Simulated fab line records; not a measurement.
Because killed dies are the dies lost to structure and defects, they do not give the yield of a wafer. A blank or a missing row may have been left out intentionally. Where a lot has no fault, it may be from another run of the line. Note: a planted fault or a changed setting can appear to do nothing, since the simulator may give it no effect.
Chamber matching | flow n5 finfet | 3 sister chambers for N5_BEOL_M5_PECVD_70 on pecvd-02
The step deposits SiO2 from TEOS/O2, target thk 16 nm, time 18 s. 33 wafers are shown with their chamber, then 12 later ones without.

WAFERS WITH THEIR CHAMBER
wafer  | chamber | showerhead plenum p Torr (Torr) | throttle valve pct (%) | heater power w (W)
L075.1 | 2       | 8.83                            | 22.7                   | 874
L075.4 | 0       | 8.83                            | 21.6                   | 842
L075.5 | 2       | 8.84                            | 23.0                   | 873
L074.1 | 0       | 8.84                            | 21.8                   | 749
L074.3 | 1       | 8.72                            | 22.0                   | 772
L074.6 | 0       | 8.85                            | 22.0                   | 780
L077.3 | 2       | 8.86                            | 22.9                   | 848
L077.4 | 0       | 8.86                            | 22.0                   | 835
L077.6 | 2       | 8.85                            | 22.8                   | 858
L078.1 | 2       | 8.84                            | 22.7                   | 887
L078.3 | 1       | 8.74                            | 22.0                   | 810
L078.5 | 2       | 8.84                            | 23.0                   | 901
L080.1 | 0       | 8.85                            | 21.9                   | 728
L080.4 | 2       | 8.82                            | 22.8                   | 844
L080.6 | 1       | 8.75                            | 21.9                   | 790
L081.4 | 0       | 8.86                            | 21.6                   | 867
L081.5 | 2       | 8.85                            | 22.9                   | 871
L081.6 | 1       | 8.73                            | 21.8                   | 711
L082.2 | 0       | 8.83                            | 21.7                   | 773
L082.3 | 1       | 8.72                            | 22.1                   | 739
L082.6 | 2       | 8.86                            | 22.9                   | 902
L084.1 | 0       | 8.84                            | 22.1                   | 801
L084.2 | 1       | 8.74                            | 21.8                   | 770
L084.3 | 2       | 8.83                            | 23.0                   | 897
L089.3 | 2       | 8.83                            | 22.9                   | 874
L089.5 | 2       | 8.85                            | 23.2                   | 881
L089.6 | 1       | 8.73                            | 21.7                   | 666
L091.2 | 0       | 8.82                            | 21.9                   | 808
L091.5 | 0       | 8.84                            | 21.9                   | 822
L091.6 | 1       | 8.74                            | 21.9                   | 701
L090.2 | 1       | 8.75                            | 21.9                   | 724
L090.5 | 0       | 8.85                            | 21.7                   | 832
L090.6 | 1       | 8.73                            | 21.9                   | 743

SIGNATURES (means of the wafers above)
reading                  | chamber 0 | chamber 1 | chamber 2 | scatter within a chamber
showerhead plenum p Torr | 8.8427    | 8.7350    | 8.8417    | 0.0122
throttle valve pct       | 21.836    | 21.900    | 22.900    | 0.144
heater power w           | 803.36    | 742.60    | 875.83    | 36.2
Rule: for each reading, subtract the chamber's mean from the wafer's reading, divide by that reading's scatter and square the result; add these up over the readings and take the root, which gives the wafer's distance from the chamber. If the next closest chamber is less than 2 further off than the closest, the wafer can't be placed; otherwise it belongs to the closest. The scatter: the root of (the sum of the squares of (reading less its chamber's mean) over the shown wafers, divided by (wafers less chambers)).

WAFERS MISSING THEIR CHAMBER
wafer  | showerhead plenum p Torr (Torr) | throttle valve pct (%) | heater power w (W)
L093.3 | 8.73                            | 21.6                   | 719
L093.4 | 8.88                            | 23.4                   | 880
L093.6 | 8.86                            | 21.6                   | 792
L094.1 | 8.82                            | 23.0                   | 842
L094.2 | 8.73                            | 21.9                   | 778
L094.6 | 8.74                            | 21.8                   | 790
L096.2 | 8.89                            | 21.4                   | 760
L096.4 | 8.84                            | 21.8                   | 776
L096.5 | 8.75                            | 21.6                   | 785
L097.1 | 8.85                            | 23.6                   | 778
L097.2 | 8.74                            | 21.7                   | 681
L097.5 | 8.74                            | 21.8                   | 693

THE CHAMBER EACH PASSED THROUGH
wafer  | from the rows above | in truth
L093.3 | 1                   | 1
L093.4 | 2                   | 2
L093.6 | 0                   | 0
L094.1 | 2                   | 2
L094.2 | 1                   | 1
L094.6 | 1                   | 1
L096.2 | 0                   | 0
L096.4 | 0                   | 0
L096.5 | 1                   | 1
L097.1 | 2                   | 2
L097.2 | 1                   | 1
L097.5 | 1                   | 1
Correctly placed: 12 of 12. Number that these rows cannot place: 0. Number placed wrongly: 0.
